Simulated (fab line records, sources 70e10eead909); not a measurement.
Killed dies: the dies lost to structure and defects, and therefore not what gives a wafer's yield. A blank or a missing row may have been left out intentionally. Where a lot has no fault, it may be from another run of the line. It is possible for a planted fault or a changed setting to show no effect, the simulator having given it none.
Which tool is to blame?	flow nand harc	Sampling: 14 lots, 42 wafers, 5 of 1159 route steps

WHAT THE GAUGES READ, wafer by wafer
NHARC_A_BONDPAD_OVL_MEAS_35. Usual: overlay x nm -1 nm, standard deviation 5.9; overlay y nm 0 nm, standard deviation 7.1.
lot	measured	on	overlay x nm (nm)	overlay y nm (nm)	flag
L518	day 17 23:13	overlay-02	-3 -3 -2	-3 -3 -2	
L520	day 18 01:11	overlay-02	5 6 6	-1 -2 -2	
L519	day 18 01:34	overlay-01	2 2 2	2 2 2	
L521	day 18 04:26	overlay-02	-6 -7 -6	3 3 3	
L523	day 18 10:07	overlay-01	9 8 9	2 3 3	
L522	day 18 21:58	overlay-02	6 5 5	6 6 6	
L524	day 19 02:46	overlay-02	3 2 2	-1 -1 -1	
L525	day 19 13:21	overlay-01	-1 -1 -2	-5 -6 -5	
L528	day 20 08:41	overlay-01	-7 -8 -7	6 6 6	
L529	day 21 03:42	overlay-01	2 2 2	0 0 0	
L534	day 22 01:44	overlay-01	-3 -4 -4	3 3 3	
L537	day 22 12:17	overlay-01	-2 -2 -2	0 0 0	
L538	day 22 19:11	overlay-01	9 9 9	13 13 13	
L541	day 23 11:55	overlay-02	7 7 6	11 12 11	

NHARC_THIN_TSV_THK_MEAS_02: measures by ir. Usual: thk nm 2983 nm, standard deviation 220.
lot	measured	on	thk nm (nm)	flag
L518	day 18 20:43	film metro-02	2934 2931 2900	
L520	day 18 19:31	film metro-02	3030 2899 2813	
L519	day 18 23:08	film metro-02	3173 3276 2926	
L521	day 18 21:56	film metro-01	3161 2703 2761	
L523	day 19 03:52	film metro-01	3172 3087 3205	
L522	day 19 15:38	film metro-02	2773 2527 2971	
L524	day 19 16:51	film metro-01	2964 3244 3223	
L525	day 20 03:26	film metro-01	3024 2648 2864	
L528	day 20 23:02	film metro-02	3255 3083 2954	
L529	day 21 22:15	film metro-02	2879 3168 3208	
L534	day 22 14:53	film metro-02	3029 3135 3254	
L537	day 23 03:34	film metro-02	2752 2566 2614	
L538	day 23 11:40	film metro-01	3147 2807 2896	
L541	day 24 02:05	film metro-01	3216 3273 2865	

NHARC_END_SORT_01. Usual: killed at array 28, standard deviation 11; killed at other 0.7, standard deviation 1.1; killed at periphery 2.9, standard deviation 2; killed dies 32, standard deviation 11; killed open 3.2, standard deviation 1.8; killed short 2.0, standard deviation 1.4.
lot	measured	on	killed at array	killed at other	killed at periphery	killed dies	killed open	killed short	flag
L529	day 22 13:45	prober-02	109 24 36	1 2 4	3 3 4	113 29 44	2 3 3	1 1 1	
L534	day 23 06:01	prober-02	31 107 30	0 2 2	3 2 3	34 111 35	2 3 3	4 2 1	

WHAT TOOL EACH LOT RAN ON (gives the tool, then ch and the chambers of the sampled wafers, and finally the start)
lot	NHARC_A_CONTACT_ETCH_137	NHARC_HYBRID_BOND_ACTIVATE_00
L518	har cap etch-01 ch 0,1, day 17 00:04	rie diel-12 ch 0,2, day 18 02:04
L520	har cap etch-02 ch 0, day 17 01:30	rie diel-12 ch 0,2, day 18 03:59
L519	har cap etch-03 ch 0,1, day 17 02:51	rie diel-05 ch 0,1, day 18 04:27
L521	har cap etch-01 ch 0,1, day 17 11:16	rie diel-12 ch 1,2, day 18 07:13
L523	har cap etch-02 ch 0,1, day 17 17:41	rie diel-05 ch 1,2,3, day 18 12:58
L522	har cap etch-01 ch 0,1, day 17 23:05	rie diel-12 ch 0,1,3, day 19 00:46
L524	har cap etch-02 ch 0,1, day 18 03:56	rie diel-05 ch 0,1,3, day 19 05:41
L525	har cap etch-02 ch 0, day 18 15:32	rie diel-12 ch 0,2,3, day 19 16:06
L528	har cap etch-02 ch 0,1, day 19 07:59	rie diel-12 ch 0,1,3, day 20 11:37
L529	har cap etch-02 ch 0,1, day 20 10:11	rie diel-12 ch 1,2,3, day 21 06:41
L534	har cap etch-02 ch 0,1, day 20 22:06	rie diel-06 ch 1,2,3, day 22 04:31
L537	har cap etch-01 ch 0,1, day 21 14:43	rie diel-12 ch 1,2,3, day 22 15:04
L538	har cap etch-01 ch 0,1, day 21 22:51	rie diel-12 ch 0,3, day 22 21:58
L541	har cap etch-01 ch 0,1, day 22 15:59	rie diel-12 ch 1,2,3, day 23 14:46
- NHARC_A_CONTACT_ETCH_137: etches the open film in C4F8/O2/Ar, time 132 s, target depth 1287 nm.
- NHARC_HYBRID_BOND_ACTIVATE_00: chemistry N2, time 60 s.

AS READ BY THE TOOLS THEMSELVES (means over the sampled wafers that have a number; for cases with no such wafer, the mark the record gives instead)
NHARC_HYBRID_BOND_ACTIVATE_00. Usual: drypump motor current A 5.6 A, standard deviation 0.43; oes product au 0.997 a.u., standard deviation 0.01; rf vpp V 64.0 V, standard deviation 1.2; showerhead plenum p Torr 1.74 Torr, standard deviation 0.091.
lot	tool	drypump motor current A (A)	oes product au (a.u.)	rf vpp V (V)	showerhead plenum p Torr (Torr)	flag
L518	rie diel-12	6.0	0.990	64.2	1.79	
L520	rie diel-12	5.8	0.999	63.6	1.72	
L519	rie diel-05	5.7	0.994	63.9	1.65	
L521	rie diel-12	5.8	0.998	64.1	1.81	
L523	rie diel-05	5.6	0.996	63.6	1.76	
L522	rie diel-12	5.3	1.000	63.6	1.68	
L524	rie diel-05	5.7	1.000	64.4	1.73	
L525	rie diel-12	5.6	0.998	63.4	1.73	
L528	rie diel-12	5.3	1.002	64.1	1.68	
L529	rie diel-12	5.4	0.996	63.9	1.75	
L534	rie diel-06	5.9	0.997	63.5	1.69	
L537	rie diel-12	5.4	0.992	64.9	1.75	
L538	rie diel-12	5.2	0.990	63.7	1.68	
L541	rie diel-12	5.5	0.987	64.3	1.75	

THE ANSWER, worked out from the rows above alone
Rule: a lot counts as off when the mean over its wafers that have a number is more than 3 standard deviations away from the usual mean. Also off: a lot with no number at a reading for which 4 or more lots have one. Any other lot the step has rows for is counted as sound. After the gauges, taken in route order, come the tools' own readings; for these a lot's mean is taken, as printed above. The first step at which some lot is off is used, and at that step the reading that is off furthest; a lot without a number counts as furthest.
No lot is off at any reading shown: from this, nothing can be told.

WHAT THE SIMULATOR HAD PUT IN
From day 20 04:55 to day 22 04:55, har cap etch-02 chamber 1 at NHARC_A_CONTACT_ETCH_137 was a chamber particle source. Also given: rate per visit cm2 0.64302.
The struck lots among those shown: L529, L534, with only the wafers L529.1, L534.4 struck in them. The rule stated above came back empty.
